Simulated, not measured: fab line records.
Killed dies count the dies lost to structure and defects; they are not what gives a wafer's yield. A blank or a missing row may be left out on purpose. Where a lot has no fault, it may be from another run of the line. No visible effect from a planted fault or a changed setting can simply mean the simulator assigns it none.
Chamber matching || flow n5-finfet || cmp-02 running N5_HKMG_FIN_CMP_94: 4 sister chambers
The step polishes, stops on SiNx, t overpolish 4.7 s, target thk 43.299 nm. 4 wafers are shown with their chamber, then 7 later ones without.

WAFERS PAIRED WITH THEIR CHAMBERS
{"wafer": "L086.3", "chamber": 3, "motor-current-A (A)": 13.1}
{"wafer": "L091.2", "chamber": 2, "motor-current-A (A)": 11.9}
{"wafer": "L091.3", "chamber": 1, "motor-current-A (A)": 10.8}
{"wafer": "L091.4", "chamber": 0, "motor-current-A (A)": 10.4}

WAFERS WITHOUT THEIR CHAMBER
{"wafer": "L093.2", "motor-current-A (A)": 13.2}
{"wafer": "L093.4", "motor-current-A (A)": 10.8}
{"wafer": "L095.1", "motor-current-A (A)": 10.5}
{"wafer": "L095.3", "motor-current-A (A)": 11.3}
{"wafer": "L095.4", "motor-current-A (A)": 13.5}
{"wafer": "L097.1", "motor-current-A (A)": 13.0}
{"wafer": "L097.4", "motor-current-A (A)": 10.9}

CHAMBER TAKEN BY EACH
{"wafer": "L093.2", "from the rows above": 3, "in truth": 3}
{"wafer": "L093.4", "from the rows above": "can't be placed: 1 or 0", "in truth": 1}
{"wafer": "L095.1", "from the rows above": "can't be placed: 0 or 1", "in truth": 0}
{"wafer": "L095.3", "from the rows above": "can't be placed: 1 or 2 or 0", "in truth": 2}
{"wafer": "L095.4", "from the rows above": 3, "in truth": 3}
{"wafer": "L097.1", "from the rows above": 3, "in truth": 3}
{"wafer": "L097.4", "from the rows above": "can't be placed: 1 or 0", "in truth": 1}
3 of 7 placed correctly. Cannot be placed on the basis of these rows: 4; the candidates contain the true chamber in 4. 0 placed wrongly.
How it was worked out, from the rows above alone: a wafer's distance from a chamber is the root of the sum, over the readings, of the square of ((its reading less the chamber's mean) divided by the reading's scatter). If the next closest chamber is less than 2 further off than the closest, the wafer can't be placed; otherwise it belongs to the closest. The mean given for a chamber averages the wafers shown for that chamber. The scatter (one wafer shown for each chamber): square how far every hidden wafer sits from the nearest shown wafer, average those squares and take the square root.
